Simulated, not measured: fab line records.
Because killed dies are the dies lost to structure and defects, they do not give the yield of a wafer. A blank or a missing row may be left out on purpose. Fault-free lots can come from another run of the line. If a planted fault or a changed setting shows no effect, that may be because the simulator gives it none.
fab line records	flow n5_finfet
[record] lots = 6	wafers = 18	last_day = 16
route steps=1938 shown BEOL_M3@999 BEOL_M4@1021 PASSIVATION@1936
lots with no fault: from the same line, run without faults
start_h: start of the lot's first displayed wafer, in hours after the record's first day	wait_h: hours since the lot's step before	" identical to the entry in the row above	L1.1+2: a single row standing in for several wafers	- no value, or no start was given	* or withheld: withheld	< > ~ a bound
route shown NAME@n: names a module that has steps shown in the file, with the first one's number in the route	usual: mean/standard deviation taken from wafers without a fault	same: alike in all rows	chamber/n: place in a boat	sites: per-site readings	_std_site: the values' standard deviation	_edge_site: outer sites' mean less inner sites'	radius_mm: how far each site lies from the wafer's centre	mask NAME#n: copy n	behind: the most recent tool/chamber to have shaped the wafer	hold: why the lot went on hold/how many hours it stayed there/how the hold came to an end	device: whichever transistor did not switch (one of n, p or np)	end of line: tests of these same wafers at the route's end	for a step that has no rows: nothing shown but its recipe	killed: at the first sort, the dies lost to defects and structure; wafer yield is something else	map: a wafer's dies, marking killed ones x, the rest . and places with no die _
set.NAME: the setting as run; set.NAME@STEP: as run at that earlier step	model.NAME: the simulator's own value behind a step, which no gauge read
certain route steps with their lots: each step a table, each wafer a row
services: a tool's chamber out of use, with start hour (start_h, from the record's first day; less than 0 if before it), hours out, and reason
[[steps]]
[step N5_BEOL_M3_ANNEAL_82]
[recipe] temp_c = 400	time_s = 240	ambient = vacuum
[step N5_BEOL_M3_SPUTTER_86]
[recipe] material = Cu	target_thk_a = 45	temp_c = -20	chamber_pressure_pa = 0.07	power_w = withheld	time_s = 8.29
[step N5_BEOL_M3_ANNEAL_87]
[recipe] temp_c = 400	time_s = 240	ambient = vacuum
[usual] heater_power_w = 821/75
lot.wafer	tool	chamber	start_h	wait_h	heater_power_w
L151.1	pvd_sputter-01	-	177.53	0.0	907
L151.4	"	-	"	"	891
L151.5	"	-	"	"	874
L150.1	pvd_sputter-02	-	178.01	0.0	866
L150.2	"	-	"	"	855
L150.3	"	-	"	"	756
L153.2	pvd_sputter-02	-	180.40	0.0	854
L153.3	"	-	"	"	722
L153.6	"	-	"	"	876
L155.1	pvd_sputter-01	-	183.81	0.0	882
L155.4	"	-	"	"	844
L155.5	"	-	"	"	850
L163.2	pvd_sputter-02	-	250.59	0.0	855
L163.4	"	-	"	"	883
L163.6	"	-	"	"	728
L165.1	pvd_sputter-03	-	258.43	0.0	787
L165.3	"	-	"	"	701
L165.5	"	-	"	"	699
[step N5_BEOL_M3_SPUTTER_88]
[recipe] material = Cu	target_thk_a = 45	temp_c = -20	chamber_pressure_pa = 0.07	power_w = withheld	time_s = 8.29
[step N5_BEOL_M3_ANNEAL_89]
[recipe] temp_c = 400	time_s = 240	ambient = vacuum
[step N5_BEOL_M3_SPUTTER_90]
[recipe] material = Cu	target_thk_a = 45	temp_c = -20	chamber_pressure_pa = 0.07	power_w = withheld	time_s = 8.29
[step N5_BEOL_M3_ANNEAL_91]
[recipe] temp_c = 400	time_s = 240	ambient = vacuum
[step N5_BEOL_M3_SPUTTER_92]
[recipe] material = Cu	target_thk_a = 45	temp_c = -20	chamber_pressure_pa = 0.07	power_w = withheld	time_s = 8.29
[step N5_BEOL_M3_ANNEAL_93]
[recipe] temp_c = 400	time_s = 240	ambient = vacuum
[step N5_BEOL_M3_SPUTTER_94]
[recipe] material = Cu	target_thk_a = 45	temp_c = -20	chamber_pressure_pa = 0.07	power_w = withheld	time_s = 8.29
[usual] throttle_valve_pct = 29.8/1.1
lot.wafer	tool	chamber	start_h	wait_h	throttle_valve_pct
L151.1	pvd_sputter-01	-	178.33	0.1	30.6
L151.4	"	-	"	"	28.2
L151.5	"	-	"	"	30.6
L150.1	pvd_sputter-02	-	178.81	0.1	29.9
L150.2	"	-	"	"	29.1
L150.3	"	-	"	"	30.6
L153.2	pvd_sputter-02	-	181.20	0.1	29.3
L153.3	"	-	"	"	30.4
L153.6	"	-	"	"	29.8
L155.1	pvd_sputter-01	-	184.61	0.1	28.3
L155.4	"	-	"	"	30.1
L155.5	"	-	"	"	31.7
L163.2	pvd_sputter-02	-	251.39	0.1	29.3
L163.4	"	-	"	"	29.7
L163.6	"	-	"	"	30.5
L165.1	pvd_sputter-03	-	259.23	0.1	29.4
L165.3	"	-	"	"	27.5
L165.5	"	-	"	"	27.4
[step N5_BEOL_M3_ANNEAL_95]
[recipe] temp_c = 400	time_s = 240	ambient = vacuum
[step N5_BEOL_M3_SPUTTER_96]
[recipe] material = Cu	target_thk_a = 45	temp_c = -20	chamber_pressure_pa = 0.07	power_w = withheld	time_s = 8.29
[step N5_BEOL_M3_ECD_50]
[recipe] material = Cu	target_thk_a = 3000
lot.wafer	tool	chamber	start_h	wait_h
L151.1+4+5	ecd_cu-02	0,1,1	178.67	0.1
L150.1+2+3	ecd_cu-02	0,1,1	179.14	0.1
L153.2+3+6	ecd_cu-02	0	181.55	0.1
L155.1+4+5	ecd_cu-02	1	184.95	0.1
L163.2+4+6	ecd_cu-02	1,0,0	251.73	0.1
L165.1+3+5	ecd_cu-02	0,1,1	259.58	0.1
[step N5_BEOL_M3_ANNEAL_51]
[recipe] temp_c = 225	time_s = 90	ambient = N2
[step N5_BEOL_M3_CMP_52]
[recipe] stop_on = SiOC	t_overpolish_s = 6.8	down_force_psi = 1	platen_rpm = 50	clearing_platen_down_force_psi = 1.5	clearing_platen_rpm = 50	post_cmp_clean = cu_alkaline	target_thk_nm = 40	clearing_platen_pad_velocity_m_s = 0.99484	pad_velocity_m_s = 0.99484
[step N5_BEOL_M3_THK_MEAS_53]
[recipe] thk_meas_gauge = xrf	reads = Cu_of_BEOL_M3_ECD_50
[usual] M3_THK = 41.0/1.5
lot.wafer	tool	chamber	start_h	wait_h	M3_THK[nm]
L151.1	film_metro-01	-	179.34	-	39.4
L151.4	"	-	"	"	40.7
L151.5	"	-	"	"	41.0
L150.1	film_metro-02	-	180.08	-	41.9
L150.2	"	-	"	"	41.7
L150.3	"	-	"	"	40.1
L153.2	film_metro-01	-	182.78	-	38.2
L153.3	"	-	"	"	40.6
L153.6	"	-	"	"	41.7
L155.1	film_metro-02	-	185.69	-	39.3
L155.4	"	-	"	"	41.2
L155.5	"	-	"	"	41.4
L163.2	film_metro-02	-	252.40	-	37.8
L163.4	"	-	"	"	42.4
L163.6	"	-	"	"	40.3
L165.1	film_metro-01	-	261.53	-	38.0
L165.3	"	-	"	"	41.0
L165.5	"	-	"	"	39.4
[step N5_BEOL_M3_PRE_CLEAN_60]
[recipe] gas = NH3/H2	time_s = 15	temp_c = *	rf_power_w = 300
[step N5_BEOL_M3_CO_CAP_55]
[recipe] material = Co	target_thk_a = 20	temp_c = 200	precursor = CCTBA/H2	pressure_torr = 30	time_s = 102.1
[step N5_BEOL_M3_PRE_CLEAN_56]
[recipe] gas = NH3	time_s = 15	temp_c = withheld	rf_power_w = 300
[step N5_BEOL_M3_DEP_57]
[recipe] material = SiCN	target_thk_a = 80	temp_c = withheld	precursor = 3MS/NH3	pressure_torr = 3	rf_w = 202	time_s = 14
[step N5_BEOL_M3_RS_MEAS_58]
[recipe] thk_meas_gauge = four-point-probe	reads = Co_of_BEOL_M3_CO_CAP_55+Cu_of_BEOL_M3_ECD_50+Co_of_BEOL_M3_CVD_47+TaN_of_BEOL_M3_ALD_84
[usual] M3_RS = 0.652/0.03
lot.wafer	tool	chamber	start_h	wait_h	M3_RS[ohm/sq]
L151.1	film_metro-01	-	179.61	0.0	0.684
L151.4	"	-	"	"	0.653
L151.5	"	-	"	"	0.652
L150.1	film_metro-01	-	180.34	0.0	0.634
L150.2	"	-	"	"	0.638
L150.3	"	-	"	"	0.670
L153.2	film_metro-01	-	183.05	0.1	0.712
L153.3	"	-	"	"	0.660
L153.6	"	-	"	"	0.639
L155.1	film_metro-02	-	185.95	0.0	0.699
L155.4	"	-	"	"	0.656
L155.5	"	-	"	"	0.652
L163.2	film_metro-02	-	252.69	0.1	0.721
L163.4	"	-	"	"	0.622
L163.6	"	-	"	"	0.664
L165.1	film_metro-02	-	261.82	0.1	0.713
L165.3	"	-	"	"	0.645
L165.5	"	-	"	"	0.684
[step N5_BEOL_M4_ILD_DEP_00]
[recipe] material = SiOC	target_thk_a = 790	temp_c = 350	precursor = DEMS/O2	pressure_torr = 5	rf_w = 500	time_s = 15.3
[step N5_BEOL_M4_THK_MEAS_01]
[recipe] reads = SiOC_of_BEOL_M4_ILD_DEP_00
[usual] M4_ILD_THK = 79.3/1
lot.wafer	tool	chamber	start_h	wait_h	M4_ILD_THK[nm]
L151.1	film_metro-01	-	179.74	0.0	77.8
L151.4	"	-	"	"	79.8
L151.5	"	-	"	"	80.0
L150.1	film_metro-02	-	180.47	0.0	78.3
L150.2	"	-	"	"	80.2
L150.3	"	-	"	"	79.7
L153.2	film_metro-01	-	183.18	0.1	78.4
L153.3	"	-	"	"	78.9
L153.6	"	-	"	"	80.9
L155.1	film_metro-02	-	186.08	0.0	78.3
L155.4	"	-	"	"	79.4
L155.5	"	-	"	"	80.9
L163.2	film_metro-01	-	252.82	0.1	78.7
L163.4	"	-	"	"	79.4
L163.6	"	-	"	"	81.2
L165.1	film_metro-02	-	261.97	0.1	78.8
L165.3	"	-	"	"	80.6
L165.5	"	-	"	"	80.3
[step N5_BEOL_M4_PECVD_72]
[recipe] material = SiO2	target_thk_a = 160	temp_c = 400	precursor = TEOS/O2	pressure_torr = 5.5	rf_w = 450	teos_flow_sccm = 53.8	gas = O2	flow_sccm = 3000	time_s = 18
[step N5_BEOL_M4_HM_DEP_02]
[recipe] material = TiN	target_thk_a = 200	temp_c = 25	chamber_pressure_pa = 0.49996
[usual] throttle_valve_pct = 29.7/0.98
lot.wafer	tool	chamber	start_h	wait_h	throttle_valve_pct
L151.1	pvd_sputter-02	-	181.50	1.7	29.1
L151.4	"	-	"	"	30.1
L151.5	"	-	"	"	29.4
L150.1	pvd_sputter-03	-	181.66	1.1	30.2
L150.2	"	-	"	"	27.4
L150.3	"	-	"	"	28.8
L153.2	pvd_sputter-01	-	184.91	1.7	30.5
L153.3	"	-	"	"	31.8
L153.6	"	-	"	"	30.2
L155.1	pvd_sputter-02	-	188.14	2.0	30.2
L155.4	"	-	"	"	29.2
L155.5	"	-	"	"	30.2
L163.2	pvd_sputter-01	-	253.56	0.7	30.6
L163.4	"	-	"	"	28.5
L163.6	"	-	"	"	28.2
L165.1	pvd_sputter-02	-	262.06	0.0	30.9
L165.3	"	-	"	"	29.1
L165.5	"	-	"	"	30.5
[step N5_BEOL_M4_COAT_61]
[recipe] resist = SOC	temp_c = 250	time_s = 60	spin_rpm = 1500	resist_thk_nm = 60
[step N5_BEOL_M4_COAT_62]
[recipe] resist = SiARC	temp_c = 220	time_s = 60	spin_rpm = 1500	resist_thk_nm = 12
[step N5_BEOL_M4_COAT_73]
[recipe] resist = underlayer	temp_c = 205	time_s = 60	spin_rpm = 1500	resist_thk_nm = 5
[step N5_BEOL_M4_COAT_05]
[recipe] resist = CAR-EUV	spin_rpm = 1500	resist_thk_nm = 30
[step N5_BEOL_M4_EBR_07]
[recipe] solvent = PGMEA	ebr_width_mm = 1.5
[step N5_BEOL_M4_SOFTBAKE_06]
[recipe] temp_c = 110	time_s = 60	resist = CAR-EUV
[step N5_BEOL_M4_EXPOSE_08]
[recipe] mask_id = M4	na = 0.33	source_shape = dipole	sigma_inner = 0.369	sigma_outer = 0.767	polarization = unpolarized	dose_mj = 41.25
[step N5_BEOL_M4_PEB_09]
[recipe] peb_temp_c = 100	peb_time_s = 60	resist = CAR-EUV
[step N5_BEOL_M4_DEVELOP_10]
[recipe] develop_time_s = 30	developer = TMAH	resist = CAR-EUV	rinse_liquid = surfactant_rinse	dry = air_spin	dev_temp_c = 23
[step N5_BEOL_M4_CD_MEAS_11]
[recipe] target_cd_nm = 16.79	landing_energy_ev = 500	detector = se_inlens	polarity = opening
[usual] cd_nm = 16.82/0.24
lot.wafer	tool	chamber	start_h	wait_h	cd_nm
L151.1	cd_sem-02	0	182.03	-	16.63
L151.4	"	0	"	"	17.14
L151.5	"	0	"	"	16.52
L150.1	cd_sem-01	0	182.20	-	16.49
L150.2	"	0	"	"	16.60
L150.3	"	0	"	"	16.68
L153.2	cd_sem-03	0	185.31	-	17.25
L153.3	"	0	"	"	16.95
L153.6	"	0	"	"	16.98
L155.1	cd_sem-03	0	188.54	-	17.04
L155.4	"	0	"	"	16.89
L155.5	"	0	"	"	16.94
L163.2	cd_sem-02	0	253.96	-	16.81
L163.4	"	0	"	"	16.39
L163.6	"	0	"	"	16.39
L165.1	cd_sem-03	0	262.46	-	16.58
L165.3	"	0	"	"	16.56
L165.5	"	0	"	"	16.44
[step N5_BEOL_M4_OVL_MEAS_12]
[recipe] points_per_wafer = 522
[usual] M4_OVL = 0.0/0.67
lot.wafer	tool	chamber	start_h	wait_h	M4_OVL[nm]
L151.1	overlay-02	0	182.06	0.0	0.5
L151.4	"	0	"	"	-1.3
L151.5	"	0	"	"	0.0
L150.1	overlay-02	0	182.23	0.0	0.3
L150.2	"	0	"	"	0.0
L150.3	"	0	"	"	-0.9
L153.2	overlay-02	0	185.34	0.0	0.2
L153.3	"	0	"	"	-0.1
L153.6	"	0	"	"	0.5
L155.1	overlay-01	0	188.57	0.0	1.6
L155.4	"	0	"	"	0.4
L155.5	"	0	"	"	0.6
L163.2	overlay-01	0	254.00	0.0	0.4
L163.4	"	0	"	"	-0.5
L163.6	"	0	"	"	-0.2
L165.1	overlay-02	0	262.49	0.0	0.2
L165.3	"	0	"	"	-0.1
L165.5	"	0	"	"	-0.4
[step N5_BEOL_M4_DESCUM_16]
[recipe] chemistry = O2	time_s = 7	source_power_w = 50	bias_power_w = 20	pressure_mtorr = 20	rf_frequency_hz = 2.712e+07	temp_c = 40	resist = CAR-EUV	o2_flow_sccm = 225
[step N5_BEOL_M4_ETCH_74]
[recipe] chemistry = N2/H2	target = underlayer	target_depth_a = 65	mask_material = CAR-EUV	time_s = 5.2	ion_energy_ev = 200	pressure_mtorr = 30	source_w = 840	bias_w = 150	n2_flow_sccm = 200	h2_flow_sccm = 200	ends = cleared
[step N5_BEOL_M4_ETCH_63]
[recipe] chemistry = CF4	target = SiARC	target_depth_a = 156	mask_material = CAR-EUV	time_s = 26	ion_energy_ev = 80	pressure_mtorr = 40	source_w = 545	bias_w = 36	Ar_flow_sccm = 100	cf4_flow_sccm = 100	ends = cleared
[usual] drypump_motor_current_A = 5.7/0.36	etch_rf_on_time_s = 26.1/0.85	mfc_ar_sccm = 99.99/0.3	oes_product_au = 0.67/0.07	rf_vpp_V = 183.5/0.98	showerhead_plenum_p_Torr = 2.10/0.037	throttle_valve_pct = 15.68/0.19
lot.wafer	tool	chamber	start_h	wait_h	drypump_motor_current_A	etch_rf_on_time_s	mfc_ar_sccm	oes_product_au	rf_hours_counter_h	rf_vpp_V	showerhead_plenum_p_Torr	throttle_valve_pct
L151.1	rie_diel-06	2	182.48	0.0	5.5	27.3	100.42	0.63	177	182.4	2.12	15.84
L151.4	"	1	"	"	6.1	26.2	100.28	0.76	-	184.4	2.09	15.72
L151.5	"	2	"	"	5.5	27.0	100.36	0.64	-	184.0	2.12	15.84
L150.1	rie_diel-04	0	182.72	0.0	6.1	26.0	100.26	0.61	215	184.9	2.19	15.60
L150.2	"	1	"	"	5.1	25.6	100.01	0.65	154	182.9	2.06	15.92
L150.3	"	3	"	"	5.5	24.7	99.77	0.68	123	181.5	2.08	15.71
L153.2	rie_diel-06	2	185.64	0.0	5.5	27.4	100.06	0.62	179	183.2	2.12	15.85
L153.3	"	3	"	"	5.5	26.0	99.87	0.73	66	182.8	2.10	15.56
L153.6	"	2	"	"	5.5	27.2	100.28	0.62	-	182.6	2.12	15.84
L155.1	rie_diel-06	2	188.81	0.0	5.5	27.2	99.89	0.62	180	183.9	2.12	15.83
L155.4	"	2	"	"	5.5	27.4	100.50	0.62	-	185.1	2.12	15.83
L155.5	"	3	"	"	5.5	25.8	100.13	0.73	-	183.5	2.10	15.56
L163.2	rie_diel-06	2	254.26	0.0	5.5	27.8	99.97	0.60	205	184.2	2.12	15.88
L163.4	"	1	"	"	6.2	26.1	100.49	0.73	-	182.1	2.08	15.77
L163.6	"	2	"	"	5.5	27.5	100.03	0.61	-	184.6	2.11	15.90
L165.1	rie_diel-04	2	262.63	0.0	6.0	26.3	99.94	0.59	237	184.9	2.10	15.70
L165.3	"	1	"	"	5.1	25.6	100.36	0.63	182	183.8	2.05	15.98
L165.5	"	1	"	"	5.1	25.6	100.48	0.62	-	182.8	2.05	15.98
[step N5_BEOL_M4_ETCH_64]
[recipe] chemistry = N2/H2	target = SOC	target_depth_a = 750	overetch_a = 225	mask_material = SiARC	temp_c = 40	time_s = 121.9	ion_energy_ev = 200	pressure_mtorr = 30	source_w = 840	bias_w = 150	n2_flow_sccm = 200	h2_flow_sccm = 200
[usual] drypump_motor_current_A = 5.7/0.36	oes_product_au = 0.60/0.056	rf_vpp_V = 522.6/1.7	showerhead_plenum_p_Torr = 2.50/0.063	throttle_valve_pct = 17.9/0.31
lot.wafer	tool	chamber	start_h	wait_h	drypump_motor_current_A	oes_product_au	rf_hours_counter_h	rf_vpp_V	showerhead_plenum_p_Torr	throttle_valve_pct
L151.1	rie_diel-06	2	182.51	0.0	5.5	0.58	177	524.8	2.56	18.3
L151.4	"	1	"	"	6.2	0.69	-	521.3	2.48	18.0
L151.5	"	2	"	"	5.5	0.57	-	523.5	2.56	18.3
L150.1	rie_diel-04	0	182.75	0.0	6.1	0.55	215	525.8	2.63	17.9
L150.2	"	1	"	"	5.1	0.57	154	521.3	2.45	18.4
L150.3	"	3	"	"	5.5	0.59	124	520.5	2.41	17.4
L153.2	rie_diel-06	2	185.67	0.0	5.5	0.57	179	523.6	2.56	18.3
L153.3	"	3	"	"	5.5	0.65	66	521.5	2.47	17.7
L153.6	"	2	"	"	5.5	0.57	-	523.7	2.56	18.3
L155.1	rie_diel-06	2	188.84	0.0	5.5	0.57	180	524.3	2.56	18.3
L155.4	"	2	"	"	5.5	0.57	-	524.7	2.56	18.3
L155.5	"	3	"	"	5.5	0.64	-	522.1	2.47	17.7
L163.2	rie_diel-06	2	254.29	0.0	5.5	0.55	205	523.4	2.55	18.4
L163.4	"	1	"	"	6.2	0.65	-	522.4	2.47	18.0
L163.6	"	2	"	"	5.5	0.57	-	524.5	2.55	18.3
L165.1	rie_diel-04	2	262.66	0.0	6.0	0.52	237	522.4	2.49	17.7
L165.3	"	1	"	"	5.1	0.56	182	521.7	2.44	18.4
L165.5	"	1	"	"	5.1	0.55	-	522.4	2.44	18.4
[step N5_PASSIVATION_PROBE_49]
[usual] defect_limited_yield = 91.3/1.5	killed_at_M0_to_M3 = 35/8.7	killed_at_M4_up = 14/5.5	killed_at_contacts = 11/5.6	killed_at_front_end = 39/13	killed_at_other = 3.7/2.2	killed_dies = 103/18	killed_on_rim = 14/4.4	killed_open = 69/14	killed_short = 33/7.8	sort_bin_4_leakage = 0.02/0.15	sort_bin_5_function = 5.1/0.99	sort_bin_6_memory = 3.3/0.67	sort_bin_8_speed = 0.02/0.17	sort_n_pass = 1077/18	sort_yield_pct = 91.2/1.5
[same] gross_dies = 1180	killed_at_back_side = 0
lot.wafer	tool	chamber	start_h	wait_h	defect_limited_yield[%]	killed_at_M0_to_M3	killed_at_M4_up	killed_at_contacts	killed_at_front_end	killed_at_other	killed_dies	killed_on_rim	killed_open	killed_short	sort_bin_4_leakage[%]	sort_bin_5_function[%]	sort_bin_6_memory[%]	sort_bin_8_speed[%]	sort_n_pass	sort_yield_pct[%]
L151.1	prober-01	-	281.86	0.0	90.5	36	13	8	49	6	112	18	67	42	0	5.5	3.8	2.03	1044	88.5
L151.4	prober-01	-	282.01	0.2	90.3	38	16	9	49	2	114	20	77	36	0	4.9	4.2	0	1066	90.3
L151.5	prober-01	-	282.06	0.2	90.8	39	11	7	45	6	108	14	63	44	0	5.2	3.6	0	1072	90.8
L155.1	prober-01	-	302.80	0.0	67.5	324	19	4	34	3	384	47	51	25	0	20.6	10.6	0	796	67.5
L155.4	prober-01	-	302.95	0.2	67.5	330	10	14	28	2	384	45	49	22	0	19.3	11.1	0	796	67.5
L155.5	prober-01	-	303.00	0.2	65.9	341	13	10	31	7	402	55	52	37	0	21.1	11.5	0	778	65.9
L153.2	prober-02	-	305.99	0.1	66.5	341	18	4	30	2	395	52	60	30	0	19.2	12.6	0	785	66.5
L153.3	prober-02	-	306.04	0.1	69.0	347	3	4	11	1	366	45	33	13	0	18.3	10.8	0	814	69.0
L153.6	prober-02	-	306.19	0.3	66.8	352	9	7	18	6	392	46	51	20	0	19.7	12.0	0	788	66.8
L165.1	prober-01	-	377.95	0.0	94.5	23	12	5	21	4	65	15	41	22	0	3.6	1.7	0	1115	94.5
L165.3	prober-01	-	378.05	0.1	94.7	12	11	18	12	9	62	11	38	20	0	2.5	2.5	0	1118	94.7
L165.5	prober-01	-	378.15	0.2	94.4	30	13	4	14	5	66	9	51	15	0	3.3	2.3	0	1114	94.4
// killed by level:class
L151.1 BEOL_M0_SAQP:geometric_particle:short=14 BEOL_M0_SAQP:geometric_particle:open=11 STI_FIN_REVEAL:geometric_particle:open=10 FIN_SAQP:geometric_particle:open=8 GATE_CUT:geometric_particle:short=6 DUMMY_GATE:geometric_particle:open=5 MOL_CONTACT_COAG:geometric_particle:open=5 GATE_CUT:geometric_particle:open=4
L151.4 STI_FIN_REVEAL:geometric_particle:open=15 BEOL_M0_SAQP:geometric_particle:short=10 GATE_CUT:geometric_particle:short=8 BEOL_M0_SAQP:geometric_particle:open=8 BEOL_M3:geometric_particle:open=8 MOL_CONTACT_COAG:geometric_particle:open=7 FIN_SAQP:geometric_particle:open=6 BEOL_M4:geometric_particle:open=6
L151.5 FIN_SAQP:geometric_particle:open=14 FIN_SAQP:geometric_particle:short=10 BEOL_M0_SAQP:geometric_particle:short=9 GATE_CUT:geometric_particle:short=7 BEOL_M0_SAQP:geometric_particle:open=7 BEOL_M3:geometric_particle:open=7 MOL_CONTACT_COAG:geometric_particle:open=6 STI_FIN_REVEAL:geometric_particle:open=5
L155.1 BEOL_M3:unspecified=305 DUMMY_GATE:geometric_particle:open=7 GATE_CUT:geometric_particle:short=6 BEOL_M4:geometric_particle:open=6 FIN_SAQP:geometric_particle:open=5 BEOL_M0_SAQP:geometric_particle:short=5 BEOL_M0_SAQP:geometric_particle:open=5 BEOL_M4:geometric_particle:short=4
L155.4 BEOL_M3:unspecified=313 MOL_CONTACT_COAG:geometric_particle:open=11 FIN_SAQP:geometric_particle:open=7 BEOL_M0_SAQP:geometric_particle:open=7 FIN_SAQP:geometric_particle:short=5 BEOL_M4:geometric_particle:open=5 STI_FIN_REVEAL:geometric_particle:open=4 BEOL_M3:geometric_particle:open=4
L155.5 BEOL_M3:unspecified=312 FIN_SAQP:geometric_particle:open=7 MOL_CONTACT_COAG:geometric_particle:open=7 FIN_SAQP:geometric_particle:short=6 BEOL_M2:geometric_particle:short=5 BEOL_M2:geometric_particle:open=5 BEOL_M3:geometric_particle:short=5 BEOL_M3:geometric_particle:open=5
L153.2 BEOL_M3:unspecified=305 STI_FIN_REVEAL:geometric_particle:open=11 BEOL_M3:geometric_particle:open=10 BEOL_M4:geometric_particle:open=9 BEOL_M0_SAQP:geometric_particle:short=8 BEOL_M0_SAQP:geometric_particle:open=5 BEOL_M2:geometric_particle:open=5 STI_FIN_REVEAL:geometric_particle:short=3
L153.3 BEOL_M3:unspecified=320 BEOL_M2:geometric_particle:open=7 BEOL_M0:geometric_particle:open=6 MOL_CONTACT_COAG:geometric_particle:open=4 BEOL_M2:geometric_particle:short=4 BEOL_M3:geometric_particle:open=4 STI_FIN_REVEAL:geometric_particle:open=3 BEOL_M4:geometric_particle:open=3
L153.6 BEOL_M3:unspecified=321 BEOL_M0_SAQP:geometric_particle:open=6 BEOL_M4:geometric_particle:open=6 BEOL_M1:geometric_particle:open=5 BEOL_M3:geometric_particle:open=5 MOL_CONTACT_COAG:geometric_particle:open=4 BEOL_M0:geometric_particle:open=4 BEOL_M2:geometric_particle:open=4
L165.1 BEOL_M2:geometric_particle:open=6 STI_FIN_REVEAL:geometric_particle:open=5 STARTING-WAFER:geometric_particle:short=5 BEOL_M1:geometric_particle:open=4 FIN_SAQP:geometric_particle:open=3 MOL_CONTACT_COAG:geometric_particle:open=3 BEOL_M0_SAQP:geometric_particle:short=3 BEOL_M0_SAQP:geometric_particle:open=3
L165.3 MOL_CONTACT_COAG:geometric_particle:open=14 MOL_CONTACT_COAG:geometric_particle:short=4 FIN_SAQP:geometric_particle:open=3 BEOL_M3:geometric_particle:open=3 ILD0:geometric_particle:short=3 BEOL_M5:coat_microbubble_printed=3 BEOL_M4:geometric_particle:open=3 BEOL_M4:geometric_particle:short=3
L165.5 BEOL_M3:geometric_particle:open=10 BEOL_M0_SAQP:geometric_particle:open=7 BEOL_M2:geometric_particle:open=7 STI_FIN_REVEAL:geometric_particle:short=5 STI_FIN_REVEAL:geometric_particle:open=4 MOL_CONTACT_COAG:geometric_particle:open=4 BEOL_M5:geometric_particle:open=4 BEOL_M0_SAQP:geometric_particle:short=3
// map L153.2 (x killed, . not)
_________________..xx.x..x..x________________
______________.xx......xx..x...._____________
___________...x.x.....x.x...xx....x__________
__________..x.......x...xxxx......x._________
________.x..............x.....x..x...x_______
_______x....xxx..xx..xx......x...x....x______
______...xx..xx.x..x....x......xx.xx...x_____
_____..x..xx..xxx.xx...x..x..x..x.x.xxxx.____
____xxx.xx.......xx.x...x.x.x....xx.......___
___.x...xx..x..x..xx..x...x........x.xx.xxx__
___x..x.x....x.....x..x.....x.xxx.xx.xx....__
__...x......x.x..xx.xx.x.xx..x.x...xx......._
__xx.xx...x..x.....x....x.x...xxx..xx...x.x._
_...x.x.xxxx..xx.xx......x.x.xx........x..x..
_x.xx..xx...x.xxx....xx...x.x..x.......x.xx..
_.........xxx..xx...x.....xx.x..x..xx.x...x.x
_....x..xx..x.....xxxx....x..x.xx.........x..
_.......xxxxx.xx.x....xxx.xx..x..........x..x
_.x...x..x.xx....x..xx...x.xx...x...x..x.x..x
_x.....x..x.x..x..x....x.......x.x..xx.x.xx..
_xx..xx.xxx..x..x..xxxxx...x..x..x..xx...xx.x
__x.....x.x.x......xx.x.x..x....x.xx.x......_
__..xxx.xx.xx.xx.xx.x....xx...xx.x..x.xx...._
___......x......x.x.x........x.x...........__
___x.x.xx.xx.........x..xx.x..xxx..x.....x.__
____......xxx....x...x.x..x....x.x...xx...___
_____.xxx............x....xx....xx...x.xx____
______x......x..................xx.....x_____
_______x...x.xx..x..x.x..x..x....xx..xx______
________..x.....x.x.....xx........x..x_______
__________...x.....xx.xx.x.x....x..x_________
___________.x...x.x....xxx....x...x__________
______________..xx...x.....x...._____________
_________________......x.xx..________________
// map L155.5 (x killed, . not)
_________________.....x..x..x________________
______________...x..x...xx.....x_____________
___________.....xxx........xx..xx.x__________
__________.x...xxx.x....xx...x..xx.._________
________..x.x.xx.xx...x...x..xx......._______
_______.x..x..x..x.........x....xx.....______
______.x.........x......x.......x...xx.x_____
_____.xx..x.x..x..xx..x..x.xx...x..x....x____
____..x..x....xx....x.xxxx.x.......xx...xx___
___...xxx..x.xx..xx.....x.x.xx...x.....x.xx__
___..x......xxxxxx...xx.xxx.x......x.x.....__
__.xx...x.....xxxxx.xxxx...x..x.x...x.x....._
__.x.x..x....x.x...........xx...x......xx..._
_.x.x....x..xxx..x..x.x..........x.......x.xx
_xxx.xx..x.x.........x....xx..x....x..xxxx...
_x..xxxx.....xx...xx....x.xxx.xx...x....xx..x
_..x.xx...x..x...xx...x.xxxx..x..x.x.x...x...
_..xx..x..x...x..x.x..x.x.x....xx......x.x..x
_x...x.x.x.xx.x....x...x..x....x..x......x...
_xx.x.x.x.x....xx..x....x.xx.......xx..xx...x
_xx...x..x.x.xx....xx..x..xx.......xx..xx....
__.xx.......x....x..xxx....xx.x..x.........._
__......x.xxx.x.....xx.x.......xx.x....x.x.._
___xx.x.xxx.....xx...xxxxxx.xx........xx.x.__
___.x.....x.....x.x......x.....xx.....x....__
____.....xx...x.xx.x.x.x..x.x........x....___
_____x...x......xx.x..x.....xxx.xx......x____
______.............xxxx..x..xx..x..x...x_____
_______.xx........x..xx.x..xx....xx.x.x______
________x.xx...x.x..x...x.x.xx...x.x.._______
__________x..x.x.x...x....xx.x....x._________
___________...x.xx.xxxx.xxx...xx..x__________
______________.x...xx..........x_____________
_________________...xx.x.xxx.________________
[[services]]
tool	chamber	start_h	hours	kind
pvd_sputter-01	-	166.67	1.7	repair
rie_diel-06	0	177.60	-	clean
rie_diel-06	0	177.60	-	consumable_replace:focus_ring
rie_diel-06	0	177.60	13.5	scheduled_down
rie_diel-06	0	177.60	13.5	vent_cycle
rie_diel-04	2	179.58	5.0	repair
ecd_cu-02	-	238.70	1.3	repair
rie_diel-06	0	247.66	11.7	repair
[[key]]
[first_sign] step = N5_PASSIVATION_PROBE_49	reading = killed_at_M0_to_M3	direction = up	sigmas = 35	usual = 35	struck = 339
[effect] step = N5_PASSIVATION_PROBE_49	reading = killed_dies	direction = up	sigmas = 16	usual = 103	struck = 387
[more_kills_born_at] N5_BEOL_M3_ECD_50@ecd_cu-02 = 1876
met_at N5_BEOL_M3_ECD_50
struck_wafers L153.2,L153.3,L153.6,L155.1,L155.4,L155.5
onset_between 179.14 181.55
[fault] kind = chamber_particle_source	tool = ecd_cu-02	chamber = -	onset_h = 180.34	steps = N5_BEOL_M3_ECD_50	rate_per_visit_cm2 = 0.6045	end_h = 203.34
